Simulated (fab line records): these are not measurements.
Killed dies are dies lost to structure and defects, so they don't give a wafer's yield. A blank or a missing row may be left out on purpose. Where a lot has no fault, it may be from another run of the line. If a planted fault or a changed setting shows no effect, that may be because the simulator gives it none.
Chamber matching -- flow nand-harc -- NHARC_P_GATE_DESCUM_93 on rie-diel-04 has 4 sister chambers
The step chemistry O2, time 3 s. 27 wafers are shown with their chamber, then 12 later ones without.

WAFERS PAIRED WITH THEIR CHAMBERS
wafer,chamber,drypump-motor-current-A (A),rf-vpp-V (V),oes-product-au (a.u.)
L074.1,3,4.9,57.9,0.992
L074.5,0,5.9,56.9,1.010
L074.6,1,5.1,58.8,1.003
L075.1,0,6.0,58.3,1.017
L075.2,3,4.9,57.7,1.010
L075.3,2,6.2,57.6,0.995
L075.4,1,5.2,57.6,1.006
L075.5,2,6.2,57.3,0.991
L075.6,1,5.2,59.1,1.001
L078.1,1,5.2,57.8,1.002
L078.4,1,5.2,57.5,0.999
L078.5,3,4.9,57.8,1.003
L083.1,2,6.2,57.9,0.998
L083.3,0,5.9,56.6,1.009
L083.4,1,5.2,58.2,0.996
L084.1,1,5.2,58.1,0.981
L084.2,2,6.2,58.1,1.004
L084.3,3,4.9,56.7,0.996
L086.2,0,6.0,57.6,0.992
L086.5,3,4.9,56.5,0.988
L086.6,0,5.9,55.3,0.990
L087.3,1,5.2,58.9,0.993
L087.4,2,6.2,57.2,1.007
L087.5,3,4.9,58.2,0.987
L090.1,3,4.9,58.7,0.998
L090.2,2,6.2,57.6,1.010
L090.4,1,5.2,58.1,1.010

SIGNATURES (means of the wafers above)
reading,chamber 0,chamber 1,chamber 2,chamber 3,scatter within a chamber
drypump-motor-current-A,5.940,5.189,6.200,4.900,0.0301
rf-vpp-V,56.940,58.233,57.617,57.643,0.725
oes-product-au,1.00360,0.99900,1.00083,0.99629,0.00889
Rule: distance of a wafer from a chamber = root of the sum over the readings of ((wafer's reading minus chamber's mean) / reading's scatter) squared. The wafer belongs to the nearest chamber; if the next one is less than 2 further off, it can't be placed. The scatter: take each reading less its chamber's mean, square it, sum over the shown wafers, divide by the number of wafers less the number of chambers, and take the root.

WAFERS WITHOUT THEIR CHAMBER
wafer,drypump-motor-current-A (A),rf-vpp-V (V),oes-product-au (a.u.)
L092.1,5.9,56.8,1.008
L092.3,4.9,57.9,0.987
L092.6,5.2,57.9,0.995
L093.4,5.2,57.6,0.993
L093.5,6.0,56.3,1.006
L093.6,5.2,56.4,0.996
L095.1,5.9,57.2,1.001
L095.3,4.9,57.6,0.992
L095.4,6.2,56.8,1.004
L096.1,4.9,57.1,0.984
L096.3,5.9,59.2,1.005
L096.5,6.2,57.3,1.007

THE CHAMBER EACH PASSED THROUGH
wafer,from the rows above,in truth
L092.1,0,0
L092.3,3,3
L092.6,1,1
L093.4,1,1
L093.5,0,0
L093.6,1,1
L095.1,0,0
L095.3,3,3
L095.4,2,2
L096.1,3,3
L096.3,0,0
L096.5,2,2
Correct placement for 12 of the 12. Not placeable from these rows: 0. Wrongly placed: 0.
